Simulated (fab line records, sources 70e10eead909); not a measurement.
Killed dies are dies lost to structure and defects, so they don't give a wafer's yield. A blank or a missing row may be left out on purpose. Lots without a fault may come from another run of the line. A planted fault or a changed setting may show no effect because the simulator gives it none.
fab line records | flow nand_harc | part 2 of 2: steps 30 to 36 of 36
record lots=5 wafers=15 last_day=24
route steps=1159 shown P_BONDPAD@370 A_START@389 A_ZERO_WELL@390
lots that met no fault: from a run of the same line without faults
start_h: hours from the record's first day to the start of the lot's first wafer shown | wait_h: hours since the lot's step before | " the same as in the row above | L1.1+2: a row that stands for several wafers | - no value, or no start given | * or withheld: withheld | < > ~ a bound
route shown NAME@n: a module of which the file shows steps, and the number in the route of the first | usual: mean/standard deviation of fault-free wafers | same: alike in all rows | chamber/n: place in a boat | sites: the reading at each site | _std_site: their standard deviation | _edge_site: outer sites' mean less inner sites' | radius_mm: how far each site lies from the wafer's centre | mask NAME#n: copy n | behind: the tool/chamber that last shaped the wafer | hold: why the lot was held/for how many hours/how that ended | device: the transistor (n, p or np) that didn't switch | end of line: the same wafers' tests at the end of the route | a step without rows: its recipe alone | killed: dies lost to structure and defects at the first sort, not the wafer's yield | map: a wafer's dies, x killed, . not, _ none there
set.NAME: the setting as run; set.NAME@STEP: as run at that earlier step | model.NAME: the simulator's own value behind a step, which no gauge read
lots at some steps of the route; a table a step, a row a wafer
services: from which hour (start_h, from the record's first day; less than 0 if before it) a tool's chamber was out of use, for how many hours, and why
## steps
# step NHARC_A_ZERO_WELL_CD_MEAS_10
# recipe target_cd_nm=2000 landing_energy_ev=500
# usual cd_nm=2000.1/1.3
# columns lot.wafer tool chamber start_h wait_h cd_nm
L075.3 cd_sem-02 0 138.19 - 2000.4
L075.4 " 0 " " 1999.3
L075.6 " 0 " " 2001.8
L083.2 cd_sem-03 0 185.78 - 1998.2
L083.4 " 0 " " 1999.0
L083.6 " 0 " " 2000.5
L087.3 cd_sem-03 0 211.31 - 1999.6
L087.5 " 0 " " 2000.0
L087.6 " 0 " " 1999.8
L091.4 cd_sem-02 0 234.53 - 2000.7
L091.5 " 0 " " 2001.1
L091.6 " 0 " " 1998.2
L094.1 cd_sem-02 0 255.93 - 2001.4
L094.2 " 0 " " 2000.5
L094.5 " 0 " " 1999.8
# step NHARC_A_ZERO_WELL_HARDBAKE_11
# recipe temp_c=118 time_s=65
# columns lot.wafer tool chamber start_h wait_h
L075.3+4+6 litho_track-03 0 138.27 -
L083.2+4+6 litho_track-03 0 185.86 -
L087.3+5+6 litho_track-05 0 211.40 -
L091.4+5+6 litho_track-03 0 234.61 -
L094.1+2+5 litho_track-05 0 256.01 -
# step NHARC_A_ZERO_WELL_DESCUM_12
# recipe time_s=3 o2_flow_sccm=200 ar_flow_sccm=0 bias_power_w=0 chemistry=O2
# usual chamber_pressure_mTorr=60.01/0.054 drypump_motor_current_A=5.7/0.54 oes_product_au=0.997/0.0065 rf_vpp_V=57.9/0.88 showerhead_plenum_p_Torr=1.93/0.11 throttle_valve_pct=11.311/0.0087
# columns lot.wafer tool chamber start_h wait_h chamber_pressure_mTorr drypump_motor_current_A oes_product_au rf_hours_counter_h rf_vpp_V showerhead_plenum_p_Torr throttle_valve_pct
L075.4 rie_diel-12 2 138.34 - 60.02 5.8 1.001 11 58.7 1.84 11.306
L075.3 " 0 " " 60.07 6.7 1.000 11 57.7 1.85 11.304
L075.6 " 3 " " 60.01 5.7 0.993 - 58.2 1.98 11.320
L083.2 rie_diel-10 1 185.94 - 60.11 5.2 0.989 0 57.1 1.79 11.310
L083.4 " 2 " " 59.97 6.4 0.993 0 58.8 2.05 11.300
L083.6 " 1 " " 59.96 5.3 0.987 - 57.6 1.79 11.318
L087.3 rie_diel-10 0 211.48 - 59.93 6.3 1.007 3 59.6 2.06 11.312
L087.5 " 0 " " 60.03 6.3 1.001 - 58.7 2.06 11.298
L087.6 " 1 " " 59.96 5.3 0.998 - 56.2 1.79 11.313
L091.4 rie_diel-03 2 234.71 - 60.00 5.0 1.008 0 58.6 1.80 11.319
L091.6 " 3 " " 60.09 5.4 1.006 - 59.2 2.07 11.294
L091.5 " 0 " " 59.96 5.2 1.007 - 56.9 1.86 11.314
L094.1 rie_diel-12 0 256.09 - 59.96 6.7 1.004 5 58.0 1.85 11.313
L094.2 " 1 " " 60.00 5.4 0.997 5 57.3 1.98 11.316
L094.5 " 0 " " 60.01 6.7 0.984 - 56.8 1.85 11.306
# step NHARC_A_ZERO_WELL_ETCH_19
# recipe target_depth_a=800 overetch_a=240 time_s=87.88 ion_energy_ev=200 n2_flow_sccm=150 h2_flow_sccm=150 ar_flow_sccm=0 rf_w=400 bias_w=150 chemistry=N2/H2
# usual chamber_pressure_mTorr=30.002/0.026 drypump_motor_current_A=5.7/0.56 n2_flow_sccm=150.0/0.47 oes_product_au=0.996/0.0086 rf_fwd_power_W=396.9/1.6 rf_vpp_V=431/3.2 showerhead_plenum_p_Torr=2.06/0.12 throttle_valve_pct=14.171/0.009
# columns lot.wafer tool chamber start_h wait_h chamber_pressure_mTorr drypump_motor_current_A n2_flow_sccm oes_product_au rf_fwd_power_W rf_hours_counter_h rf_vpp_V showerhead_plenum_p_Torr throttle_valve_pct
L075.4 rie_diel-12 1 138.43 0.1 29.996 5.4 149.9 0.995 397.3 7 432 2.12 14.182
L075.3 " 2 " " 29.962 5.8 149.2 0.997 397.4 11 428 1.96 14.168
L075.6 " 0 " " 29.963 6.7 149.8 1.001 396.9 - 428 1.98 14.167
L083.2 rie_diel-10 2 186.02 0.1 29.939 6.4 149.8 0.993 397.0 0 435 2.18 14.177
L083.4 " 0 " " 30.023 6.3 149.3 0.997 398.5 0 434 2.20 14.184
L083.6 " 2 " " 30.014 6.4 149.5 0.996 396.0 - 435 2.18 14.167
L087.3 rie_diel-10 3 211.57 0.1 30.006 5.4 149.3 1.005 396.8 3 431 2.09 14.163
L087.6 " 2 " " 30.025 6.4 150.0 0.983 395.0 - 434 2.18 14.178
L087.5 " 3 " " 29.996 5.4 149.7 1.009 397.1 - 431 2.09 14.169
L091.4 rie_diel-03 3 234.77 0.1 29.985 5.4 149.6 1.009 399.2 0 434 2.21 14.177
L091.5 " 3 " " 29.966 5.4 150.0 1.005 397.8 - 436 2.21 14.188
L091.6 " 0 " " 30.011 5.2 150.5 1.010 394.4 - 429 1.98 14.170
L094.1 rie_diel-12 0 256.18 0.1 29.979 6.7 150.6 0.994 397.5 5 429 1.97 14.162
L094.2 " 1 " " 29.985 5.4 149.8 0.995 395.8 5 433 2.12 14.186
L094.5 " 0 " " 30.007 6.7 150.4 0.986 396.0 - 430 1.97 14.176
# step NHARC_A_ZERO_WELL_ETCH_13
# recipe target_depth_a=1200 time_s=40.1 hbr_flow_sccm=150 cl2_flow_sccm=50 rf_w=400 icp_w=400 bias_w=100 chemistry=HBr/Cl2
# usual chamber_pressure_mTorr=14.998/0.014 drypump_motor_current_A=5.6/0.33 oes_product_au=1.002/0.0077 rf_fwd_power_W=394.3/1.9 throttle_valve_pct=26.405/0.0089
# columns lot.wafer tool chamber start_h wait_h chamber_pressure_mTorr drypump_motor_current_A oes_product_au rf_fwd_power_W rf_hours_counter_h throttle_valve_pct
L075.4 rie_si-03 1 138.54 - 15.024 5.9 0.996 394.5 1.3 26.389
L075.3 " 2 " " 15.013 6.0 1.007 394.4 1.2 26.419
L075.6 " 1 " " 14.994 5.9 0.998 394.4 - 26.403
L083.2 rie_si-01 2 186.16 - 14.998 5.7 1.014 396.4 0.4 26.403
L083.4 " 3 " " 15.013 5.7 0.992 393.7 0.4 26.417
L083.6 " 1 " " 15.015 5.3 0.999 394.0 - 26.414
L087.3 rie_si-01 1 211.68 - 14.984 5.3 1.006 392.9 0.6 26.413
L087.5 " 1 " " 14.993 5.3 1.001 393.3 - 26.385
L087.6 " 2 " " 14.999 5.7 1.006 395.1 - 26.404
L091.4 rie_si-03 3 234.90 - 14.983 5.7 1.020 396.5 0.6 26.402
L091.5 " 2 " " 15.000 6.0 1.002 394.8 - 26.394
L091.6 " 3 " " 15.003 5.7 1.009 395.6 - 26.410
L094.1 rie_si-03 2 256.30 - 15.004 6.0 1.004 394.6 0.7 26.420
L094.2 " 0 " " 15.005 5.2 1.000 394.5 0.7 26.408
L094.5 " 2 " " 14.998 6.0 0.999 397.5 - 26.388
# step NHARC_A_ZERO_WELL_STRIP_14
# recipe time_s=900 temp_c=130 chemistry=SPM
# columns lot.wafer tool chamber start_h wait_h
L075.4+6+3 wet_bench-04 6,0,2 138.70 -
L083.6+4+2 wet_bench-03 6,7,3 186.30 -
L087.6+5+3 wet_bench-06 5,1,2 211.83 -
L091.6+5+4 wet_bench-06 2,3,4 235.07 -
L094.1+5+2 wet_bench-04 5,7,2 256.44 -
# step NHARC_A_ZERO_WELL_IMPLANT_15
# recipe energy_kev=150 dose_cm2=1e+13 tilt_deg=7
# usual dose_ions_cm2=1.0001e+13/1e+10
# columns lot.wafer tool chamber start_h wait_h dose_ions_cm2
L075.3 implanter-02 0 139.15 0.1 1.0011e+13
L075.4 " 0 " " 1.0027e+13
L075.6 " 0 " " 9.995e+12
L083.2 implanter-01 0 186.75 0.1 1e+13
L083.4 " 0 " " 9.998e+12
L083.6 " 0 " " 1.0015e+13
L087.3 implanter-01 0 212.30 0.1 1.0012e+13
L087.5 " 0 " " 1.0003e+13
L087.6 " 0 " " 1.0012e+13
L091.4 implanter-01 0 235.55 0.1 9.997e+12
L091.5 " 0 " " 9.998e+12
L091.6 " 0 " " 1.0006e+13
L094.1 implanter-02 0 256.84 0.1 1.0003e+13
L094.2 " 0 " " 1.0019e+13
L094.5 " 0 " " 9.998e+12
## services
# columns tool chamber start_h hours kind
wet_bench-06 - 132.00 8.0 pm
rie_diel-05 0 137.20 12.3 repair
rie_diel-10 3 140.47 2.4 repair
rie_diel-05 3 148.56 6.0 repair
rie_diel-10 0 157.93 1.7 repair
pvd_sputter-01 - 158.00 10.0 pm
wet_bench-04 - 163.20 8.0 pm
rie_diel-05 - 163.60 9.0 pm
litho_track-02 - 165.00 7.0 pm
rie_diel-06 - 165.24 0.6 repair
rie_diel-10 - 176.50 9.0 pm
pvd_sputter-01 - 179.54 2.9 repair
rie_diel-05 2 182.64 6.3 repair
rie_diel-12 - 186.53 0.4 repair
pvd_sputter-02 - 195.66 9.3 repair
rie_diel-05 1 199.10 10.0 repair
rie_diel-06 - 199.66 3.1 repair
rie_diel-12 - 202.45 9.0 pm
litho_track-03 - 213.00 7.0 pm
pvd_sputter-02 - 214.04 10.0 pm
wet_bench-08 - 230.43 8.0 pm
litho_track-05 - 237.01 7.0 pm
wet_bench-10 - 247.20 8.0 pm
pvd_sputter-02 - 249.42 1.5 repair
